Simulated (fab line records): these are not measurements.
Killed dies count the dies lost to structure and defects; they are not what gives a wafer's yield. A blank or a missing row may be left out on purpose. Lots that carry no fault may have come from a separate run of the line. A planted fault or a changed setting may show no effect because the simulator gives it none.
Matching of chambers + flow nandHarc + NHARC_A_CONTACT_DEP_58 on pecvd-01 has 3 sister chambers
The step deposits SiON, target thk 90 nm. 3 wafers are shown with their chamber, then 7 later ones without.

== WAFERS WITH THEIR CHAMBER ==
| wafer  | chamber | heaterPowerW (W) |
|--------|---------|------------------|
| L084.6 | 1       | 642              |
| L088.2 | 2       | 735              |
| L088.4 | 0       | 861              |

== WAFERS MISSING THEIR CHAMBER ==
| wafer  | heaterPowerW (W) |
|--------|------------------|
| L088.5 | 755              |
| L096.1 | 855              |
| L096.3 | 713              |
| L096.6 | 632              |
| L097.1 | 701              |
| L097.2 | 651              |
| L097.5 | 922              |

== CHAMBER TAKEN BY EACH ==
| wafer  | from the rows above     | in truth |
|--------|-------------------------|----------|
| L088.5 | 2                       | 2        |
| L096.1 | 0                       | 0        |
| L096.3 | can't be placed: 2 or 1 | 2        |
| L096.6 | 1                       | 1        |
| L097.1 | can't be placed: 2 or 1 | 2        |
| L097.2 | 1                       | 1        |
| L097.5 | 0                       | 0        |
Placed correctly: 5 of 7. From these rows, 2 cannot be placed; in 2 the true chamber is one of the candidates. Wrongly placed: 0.
How it was worked out, from the rows above alone: a wafer's distance from a chamber is the root of the sum, over the readings, of the square of ((its reading less the chamber's mean) divided by the reading's scatter). The wafer belongs to the nearest chamber; if the next one is less than 2 further off, it can't be placed. For every chamber, the mean is computed from those of its wafers that are shown. The scatter: root of mean squared gap, hidden wafer to nearest shown wafer, with one shown wafer a chamber.
